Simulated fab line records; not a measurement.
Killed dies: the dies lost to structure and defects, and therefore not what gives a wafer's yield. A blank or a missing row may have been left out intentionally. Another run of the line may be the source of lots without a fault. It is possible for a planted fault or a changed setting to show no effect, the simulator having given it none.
Chamber matching -- flow n5Finfet -- aldHk-01 running N5_HKMG_FIN_HK_ALD_01: 4 sister chambers
The step deposits HfO2, target thk 1.6 nm, pulse time 3 s, purge time 3 s. 14 wafers are shown with their chamber, then 7 later ones without.

== WAFERS WITH THEIR CHAMBER ==
wafer,chamber,precursorPulseHeightRel
L076.2,2,0.972
L076.3,1,1.020
L076.5,1,1.000
L077.2,1,1.004
L077.5,0,0.984
L077.6,1,1.022
L079.1,1,0.982
L079.3,3,0.966
L079.4,2,1.012
L086.1,2,0.967
L086.3,3,0.979
L086.4,1,1.007
L088.3,0,1.004
L088.5,2,0.993

SIGNATURES (averages over the wafers above)
reading,chamber 0,chamber 1,chamber 2,chamber 3,scatter within a chamber
precursorPulseHeightRel,0.99400,1.00583,0.98600,0.97250,0.0162
Rule: a wafer lies at a distance from a chamber equal to the root of the sum of squares, over the readings, of (its reading less the chamber's mean, divided by the reading's scatter). If the next closest chamber is less than 2 further off than the closest, the wafer can't be placed; otherwise it belongs to the closest. The scatter is the square root of a quotient: the sum, over the shown wafers, of each reading's squared deviation from its chamber's mean, divided by wafers minus chambers.

== WAFERS WITH NO CHAMBER GIVEN ==
wafer,precursorPulseHeightRel
L088.6,0.993
L096.1,1.019
L096.2,0.991
L096.3,0.970
L096.4,0.976
L096.5,0.992
L096.6,0.992

== CHAMBER TAKEN BY EACH ==
wafer,from the rows above,in truth
L088.6,can't be placed: 0 or 2 or 1 or 3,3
L096.1,can't be placed: 1 or 0 or 2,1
L096.2,can't be placed: 0 or 2 or 1 or 3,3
L096.3,can't be placed: 3 or 2 or 0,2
L096.4,can't be placed: 3 or 2 or 0 or 1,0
L096.5,can't be placed: 0 or 2 or 1 or 3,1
L096.6,can't be placed: 0 or 2 or 1 or 3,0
Placed correctly: 0 of 7. From these rows, 7 cannot be placed; in 7 the true chamber is one of the candidates. 0 placed wrongly.
